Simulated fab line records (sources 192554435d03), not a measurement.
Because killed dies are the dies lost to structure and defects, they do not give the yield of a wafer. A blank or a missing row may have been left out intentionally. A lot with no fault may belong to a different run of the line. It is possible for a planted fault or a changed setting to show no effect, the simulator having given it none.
Split-lot study | flow n5-finfet | 39 wafers read from 7 lots, route of 1938 steps

== THE SPLIT ITSELF ==
At N5_DUMMY_GATE_EXPOSE_12 (exposes mask GATE, target cd 25 nm), the setting dose-mj was moved away from the recipe's 34 on 12 of the 39 wafers read, by -7.4% to +7.3%. This setting was run at the recipe's value on the other wafers.

== FROM THE SPLIT TO THE READING: what the file shows between them, 2 steps ==
- N5_DUMMY_GATE_PEB_13: peb time 60 s
- N5_DUMMY_GATE_DEVELOP_14: develop time 30 s

== THE READING ==
At N5_DUMMY_GATE_CD_MEAS_15: cd-nm in nanometres, against a target cd of 25.8 nm. Fault-free wafers of this fab line usually give 25.01 nm, standard deviation 0.22 nm.

wafer  | tool, chamber at the split | dose-mj as run | against the recipe | cd-nm, nm | against lot-mates on the recipe
L074.2 | euv-scanner-01, 0          | 34             | recipe             | 24.66     | -
L074.3 | euv-scanner-01, 0          | 34             | recipe             | 24.80     | -
L074.4 | euv-scanner-01, 0          | 34             | recipe             | 24.72     | -
L080.1 | euv-scanner-01, 0          | 34             | recipe             | 24.85     | -
L080.2 | euv-scanner-01, 0          | 34             | recipe             | 24.87     | -
L080.3 | euv-scanner-01, 0          | 34             | recipe             | 24.95     | -
L080.4 | euv-scanner-01, 0          | 34             | recipe             | 25.27     | -
L080.5 | euv-scanner-01, 0          | 34             | recipe             | 24.91     | -
L080.6 | euv-scanner-01, 0          | 34             | recipe             | 25.34     | -
L081.1 | euv-scanner-02, 0          | 34             | recipe             | 24.79     | -
L081.2 | euv-scanner-02, 0          | 34             | recipe             | 24.83     | -
L081.3 | euv-scanner-02, 0          | 31.48          | -7.4%              | 25.82     | +0.81
L081.4 | euv-scanner-02, 0          | 31.48          | -7.4%              | 26.67     | +1.66
L081.5 | euv-scanner-02, 0          | 31.48          | -7.4%              | 26.20     | +1.19
L081.6 | euv-scanner-02, 0          | 34             | recipe             | 25.40     | -
L089.1 | euv-scanner-02, 0          | 35.22          | +3.6%              | 24.55     | -0.63
L089.2 | euv-scanner-02, 0          | 35.22          | +3.6%              | 24.56     | -0.62
L089.3 | euv-scanner-02, 0          | 34             | recipe             | 25.25     | -
L089.4 | euv-scanner-02, 0          | 34             | recipe             | 24.90     | -
L089.5 | euv-scanner-02, 0          | 34             | recipe             | 25.40     | -
L089.6 | euv-scanner-02, 0          | 35.22          | +3.6%              | 24.26     | -0.92
L092.1 | euv-scanner-01, 0          | 32.08          | -5.6%              | 26.23     | +1.19
L092.2 | euv-scanner-01, 0          | 32.08          | -5.6%              | 26.17     | +1.13
L092.3 | euv-scanner-01, 0          | 32.08          | -5.6%              | 26.03     | +0.99
L092.4 | euv-scanner-01, 0          | 34             | recipe             | 25.13     | -
L092.5 | euv-scanner-01, 0          | 34             | recipe             | 25.03     | -
L092.6 | euv-scanner-01, 0          | 34             | recipe             | 24.96     | -
L095.1 | euv-scanner-01, 0          | 34             | recipe             | 24.90     | -
L095.2 | euv-scanner-01, 0          | 36.48          | +7.3%              | 23.73     | -1.16
L095.3 | euv-scanner-01, 0          | 36.48          | +7.3%              | 23.91     | -0.98
L095.4 | euv-scanner-01, 0          | 34             | recipe             | 25.20     | -
L095.5 | euv-scanner-01, 0          | 36.48          | +7.3%              | 23.65     | -1.24
L095.6 | euv-scanner-01, 0          | 34             | recipe             | 24.58     | -
L097.1 | euv-scanner-01, 0          | 34             | recipe             | 25.48     | -
L097.2 | euv-scanner-01, 0          | 34             | recipe             | 25.33     | -
L097.3 | euv-scanner-01, 0          | 34             | recipe             | 25.07     | -
L097.4 | euv-scanner-01, 0          | 34             | recipe             | 25.03     | -
L097.5 | euv-scanner-01, 0          | 34             | recipe             | 25.10     | -
L097.6 | euv-scanner-01, 0          | 34             | recipe             | 24.88     | -

THE FIT
A straight line over all 39 wafers: cd-nm changes by -0.173 nm for each +1% of dose-mj; r = -0.93; the points scatter about the line by 0.24 nm.
The same after taking each lot's own level away (the mean of its wafers on the recipe; 39 wafers): -0.171 nm for each +1%; r = -0.94; scatter 0.21 nm.
The reading moves by 1.3 nm for the largest change in dose-mj, on that fit.
Measured against the standard deviation above, the lots' own levels, which go from 24.727 to 25.183 nm, span 2.1 times it.
Hence the lot-to-lot level has little effect on the slope; both slopes agree.
Check: +1.35 nm against its lot-mates is what the line predicts for one of the wafers moved furthest among these (-7.4%) when that wafer is left out of the fit. It came out at +0.813 nm against them.

== ADDITIONAL SPLITS CARRIED BY THESE WAFERS ==
These wafers also went through other splits before the reading. Each is held against what the fit with the lots' levels taken away leaves over:
other split on the same wafers       | wafers away from the commonest value | r with cd-nm (lot level and that fit taken away)
N5_DUMMY_GATE_HM_DEP_06 target-thk-a | 33                                   | -0.12

== THE WHOLE CHAIN: every reading that the file lists as answering this split, in the file's order ==
step                     | what it does                             | reading                                                           | change (the file's fit)               | r (the file's)
N5_DUMMY_GATE_CD_MEAS_15 | target cd 25.8 nm                        | cd-nm                                                             | -0.171 nm for each +1% of the setting | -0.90
N5_DUMMY_GATE_TRIM_49    | chemistry O2, time 29 s, target cd 14 nm | DUMMY_GATE.cd-nm (the simulator's own value, which no gauge read) | -0.178 nm for each +1% of the setting | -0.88

== THE FILE'S OWN FIT ==
cd-nm changes by -0.171 nm for each +1% of dose-mj, r = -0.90.
